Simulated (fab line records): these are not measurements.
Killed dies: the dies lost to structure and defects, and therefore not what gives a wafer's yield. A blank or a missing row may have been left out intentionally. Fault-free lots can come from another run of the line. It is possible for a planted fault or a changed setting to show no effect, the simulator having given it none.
A lot that was struck, set against a sound lot + flow n5_finfet + 23 steps out of a route of 1938
Sound: the wafers L392.3, L392.4, L392.6. Wafers struck: L382.1, L382.2, L382.3. Last of all comes the cause.
Per side, at each step with rows, come the tool, then ch with its chambers, and then its first start. Under that, the readings that differ: sound wafers + struck wafers + difference of the means + sigmas: that difference in standard deviations of wafers without a fault.
alike: same words and numbers on both sides, and readings whose means sit less than 2 such deviations apart. not compared: any withheld reading, any reading some wafer has no value for, any bound like >300 that may hide the same value, and any number with overlapping values for which the record gives no deviation.
The two part at a step that has a row with sigmas, a row that says differs or no value, or rows on one side only. Numbers that have no deviation but don't overlap get no sigmas and don't part them. A reading missing from all wafers of one side parts the sides only when that side holds two or more wafers.

first, 8 steps without rows for these wafers: N5_BEOL_M11_CVD_75 (deposits Co from CCTBA/H2, target thk 2 nm, time 138.9 s); N5_BEOL_M11_SPUTTER_48 (material Cu, target thk 12 nm, time 2 s); N5_BEOL_M11_ECD_50 (material Cu, target thk 318 nm); N5_BEOL_M11_ANNEAL_51 (time 90 s); N5_BEOL_M11_CMP_52 (polishes, stops on SiCOH lowk, t overpolish 7 s, target thk 140 nm); N5_BEOL_M11_PRE_CLEAN_55 (time 15 s); N5_BEOL_M11_DEP_56 (deposits SiCN from 3MS/NH3, target thk 30 nm, time 10.5 s); N5_BEOL_M12_ILD_DEP_00 (deposits SiOC from DEMS/O2, target thk 658.92 nm, time 130.7 s).
N5_BEOL_M12_COAT_58: time 60 s, resist thk 89 nm.
  sound on litho_track-04 ch 0, day 18 18:32; struck on litho_track-04 ch 0, day 15 08:56
| reading                                    | sound                | struck               | difference | sigmas |
|--------------------------------------------|----------------------|----------------------|------------|--------|
| spin_speed_rpm (rpm)                       | 1500.2 1500.3 1500.6 | 1441.1 1440.2 1441.0 | -59.6      | -54    |
| model.BARC_of_BEOL_M12_COAT_58.thk_nm (nm) | 89.4 89 89.6         | 90.6 91 91           | +1.5       |        |
  alike: resist_line_temp_C
then, 8 steps without rows for these wafers: N5_BEOL_M12_COAT_04 (resist thk 400 nm); N5_BEOL_M12_EBR_06; N5_BEOL_M12_SOFTBAKE_05 (time 60 s); N5_BEOL_M12_EXPOSE_07 (exposes mask V11); N5_BEOL_M12_PEB_08 (peb time 90 s); N5_BEOL_M12_DEVELOP_09 (develop time 45 s); N5_BEOL_M12_HARDBAKE_14 (time 120 s); N5_BEOL_M12_DESCUM_15 (chemistry O2, time 7.9 s).
N5_BEOL_M12_ETCH_59: etches BARC in N2/H2, target depth 89 nm, overetch 26.7 nm, time 67.9 s.
  sound on rie_diel-01 ch 0,3, day 18 18:56; struck on rie_diel-01 ch 0,2,3, day 15 09:34
| reading                  | sound            | struck            | difference | sigmas |
|--------------------------|------------------|-------------------|------------|--------|
| model.etch.depth_nm (nm) | 89.46 89.05 89.5 | 90.67 91.05 90.94 | +1.55      |        |
  alike: drypump_motor_current_A, oes_product_au, rf_vpp_V, showerhead_plenum_p_Torr, throttle_valve_pct
  not compared: rf_hours_counter_h
then, 2 steps without rows for these wafers: N5_BEOL_M12_VIA_ETCH_16 (etches SiOC in C4F8/O2/Ar, target depth 724.8 nm); N5_BEOL_M12_STRIP_63 (strips in N2/H2).
N5_BEOL_M12_STRIP_64: strips in N2/H2.
  sound on plasma_asher-02 ch 0,1, day 18 19:17; struck on plasma_asher-02 ch 0,1, day 15 09:53
| reading                      | sound             | struck            | difference | sigmas |
|------------------------------|-------------------|-------------------|------------|--------|
| strip_time_to_endpoint_s (s) | 31.44 31.33 31.45 | 31.79 31.90 31.86 | +0.44      | +7     |
  alike: drypump_motor_current_A, heater_power_w, oes_product_au
  not compared: rf_hours_counter_h
then, 2 steps without rows for these wafers: N5_BEOL_M12_STRIP_71 (strips in post etch residue remover, time 60 s); N5_PASSIVATION_PROBE_49.

== WHERE THEY PART ==
First at N5_BEOL_M12_COAT_58; last, within this record, at N5_BEOL_M12_STRIP_64.

WHY: what had been put in by the simulator
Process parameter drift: litho_track-04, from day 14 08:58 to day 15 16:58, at N5_BEOL_M12_COAT_58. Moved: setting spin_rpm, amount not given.
